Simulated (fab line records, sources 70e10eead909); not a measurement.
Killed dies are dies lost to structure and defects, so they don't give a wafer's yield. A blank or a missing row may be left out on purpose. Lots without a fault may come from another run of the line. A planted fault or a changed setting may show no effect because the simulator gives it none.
Chamber matching | flow nand_harc | NHARC_P_M2_CMP_23 on cmp-04: 4 sister chambers
The step polishes, t overpolish 20 s, target thk 144.3 nm. 8 wafers are shown with their chamber, then 10 later ones without.

WAFERS WITH THEIR CHAMBER
wafer  | chamber | motor_current_A (A) | time_to_endpoint_s (s)
L080.2 | 0       | 13.1                | 26.7
L081.4 | 1       | 11.7                | 30.2
L083.2 | 3       | 12.1                | 29.0
L083.5 | 3       | 11.4                | 29.3
L087.5 | 1       | 11.7                | 30.1
L087.6 | 2       | 12.0                | 29.8
L086.1 | 0       | 13.5                | 24.0
L086.2 | 2       | 11.9                | 25.6

WAFERS WITHOUT THEIR CHAMBER
wafer  | motor_current_A (A) | time_to_endpoint_s (s)
L086.5 | 12.6                | 30.0
L089.2 | 12.8                | 25.4
L089.5 | 11.4                | 34.4
L089.6 | 11.6                | 29.3
L090.2 | 11.6                | 34.0
L090.4 | 11.5                | 33.5
L090.5 | 12.0                | 33.3
L093.1 | 13.0                | 22.6
L093.2 | 11.8                | 30.3
L093.6 | 11.5                | 29.6

WHICH CHAMBER EACH WENT THROUGH
wafer  | from the rows above               | in truth
L086.5 | can't be placed: 2 or 3 or 1 or 0 | 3
L089.2 | can't be placed: 0 or 2           | 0
L089.5 | can't be placed: 1 or 3 or 2      | 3
L089.6 | can't be placed: 3 or 1 or 2      | 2
L090.2 | can't be placed: 1 or 3 or 2      | 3
L090.4 | can't be placed: 1 or 3 or 2      | 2
L090.5 | can't be placed: 1 or 3 or 2      | 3
L093.1 | 0                                 | 0
L093.2 | can't be placed: 1 or 3 or 2      | 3
L093.6 | can't be placed: 1 or 3 or 2      | 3
Placed correctly: 1 of 10. Can't be placed from these rows: 9 (the true chamber is among the candidates in 9). Placed wrongly: 0.
How it was worked out, from the rows above alone: a wafer's distance from a chamber is the root of the sum, over the readings, of the square of ((its reading less the chamber's mean) divided by the reading's scatter). The wafer belongs to the nearest chamber; if the next one is less than 2 further off, it can't be placed. A chamber's mean is the mean of its shown wafers. The scatter: the root of (the sum of the squares of (reading less its chamber's mean) over the shown wafers, divided by (wafers less chambers)).
